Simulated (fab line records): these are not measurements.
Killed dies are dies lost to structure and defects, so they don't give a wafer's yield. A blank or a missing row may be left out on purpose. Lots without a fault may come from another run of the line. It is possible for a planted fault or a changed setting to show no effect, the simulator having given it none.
Comparing a struck lot with a sound one    flow n5_finfet    15 out of 1938 route steps
Sound: these wafers, L681.2, L681.3, L681.5. Wafers struck: L686.1, L686.2, L686.4. The cause comes at the end.
Order at every step that has rows: each side's tool, ch and its chambers, its first start. Under that, the readings that differ: sound wafers    struck wafers    difference of the means    sigmas: that difference in standard deviations of wafers without a fault.
alike: words and numbers the same on both sides, and readings whose means are apart by under 2 such deviations; not compared: readings that were withheld, readings missing a value for some wafer, numbers with overlapping values and no deviation given by the record, and bounds like >300 which may hide the same value.
A row with sigmas, a row that says differs or no value, or rows on one side alone: a step with any of these is where the two part. Non-overlapping numbers with no deviation appear without sigmas and do not part them. Lack of a reading on every wafer of one side parts them only where that side has two or more wafers.

N5_HKMG_FIN_STRIP_93: strips SOC in N2/H2, time 20 s.
  sound on rie_diel-02 ch 2,3, day 5 07:56; struck on rie_diel-02 ch 0,1,3, day 6 12:13
  alike: drypump_motor_current_A, n2_flow_sccm, oes_product_au, rf_vpp_V, showerhead_plenum_p_Torr, throttle_valve_pct
  not compared: rf_hours_counter_h
then, 1 step without rows for these wafers: N5_HKMG_FIN_WET_ETCH_76 (etches Al2O3 in dNH4OH, stops on La2O3, target depth 2.25 nm, rinse time 30 s).
N5_HKMG_FIN_STRIP_60: strips in N2/H2, time 360 s.
  sound on plasma_asher-01 ch 0,1, day 5 08:05; struck on plasma_asher-02 ch 0,1, day 6 12:22
reading              sound           struck          difference  sigmas
n2_flow_sccm (sccm)  1744 1753 1740  1759 1764 1756  +14         +2
  alike: drypump_motor_current_A, heater_power_w
  not compared: rf_hours_counter_h
then, 2 steps without rows for these wafers: N5_HKMG_FIN_WET_ETCH_77 (etches La2O3 in dHCl, stops on HfO2, target depth 2 nm); N5_HKMG_FIN_WET_ETCH_78 (etches Al2O3 in dNH4OH, stops on La2O3, target depth 4.5 nm, rinse time 30 s).
N5_HKMG_FIN_ALD_79: deposits TiN, target thk 1.5 nm, pulse time 1 s, purge time 3 s.
  sound on ald_metal-04 ch 2,3, day 5 08:34; struck on ald_metal-04 ch 0,1,3, day 6 12:52
  alike: heater_power_w, precursor_pulse_height_rel, susceptor_temp_C
N5_HKMG_FIN_CVD_62: deposits a-Si from Si2H6, target thk 3 nm, time 20.8 s.
  sound on thermal_cvd_si-01 ch 1,2, day 5 08:56; struck on thermal_cvd_si-02 ch 0,2, day 6 13:13
  alike: heater_power_w
then, 5 steps without rows for these wafers: N5_HKMG_FIN_RTA_80 (time 2 s); N5_HKMG_FIN_PRECLEAN_64 (cleans in dHF, time 30 s); N5_HKMG_FIN_WET_ETCH_65 (etches a-Si in TMAH, stops on TiN, time 49 s, target depth 3 nm); N5_HKMG_FIN_WET_ETCH_81 (etches TiN in SC1, stops on HfO2, time 57 s, target depth 6 nm); N5_HKMG_FIN_WET_ETCH_82 (etches La2O3 in dHCl, stops on HfO2, target depth 2 nm, rinse time 30 s).
N5_HKMG_FIN_ALD_36: deposits TiN, target thk 1 nm, pulse time 1 s, purge time 3 s.
  sound on ald_metal-03 ch 0,1, day 5 09:20; struck on ald_metal-03 ch 0,2,3, day 6 13:41
reading               sound                 struck                difference  sigmas
susceptor_temp_C (C)  400.21 400.21 400.06  403.79 403.67 404.09  +3.69       +17
  alike: heater_power_w, precursor_pulse_height_rel
N5_HKMG_FIN_THK_MEAS_70: measures by xrf.
  sound on film_metro-01 at day 5 09:37; struck on film_metro-01 at day 6 13:58
  alike: HK_THK
-- the record jumps here: 3 days lie between the struck wafers' starts before and after (it left off in module HKMG_FIN and takes up again in module BEOL_M4, whose first step shown is number 1111 of the route) --
N5_BEOL_M4_RC_MEAS_101:
  sound on prober-02 ch 0, day 9 07:48; struck on prober-02 ch 0, day 9 22:49
  alike: DIBL_N, DIBL_P, IOFF_N, IOFF_P, ION_N, ION_P, SS_N, SS_P, VT_N, VT_P

WHERE THEY PART
Last at N5_HKMG_FIN_ALD_36 as far as this record goes, first at N5_HKMG_FIN_STRIP_60. Later steps at which nothing parts them and some readings are alike: N5_HKMG_FIN_THK_MEAS_70, N5_BEOL_M4_RC_MEAS_101.

WHY: what had been put in by the simulator
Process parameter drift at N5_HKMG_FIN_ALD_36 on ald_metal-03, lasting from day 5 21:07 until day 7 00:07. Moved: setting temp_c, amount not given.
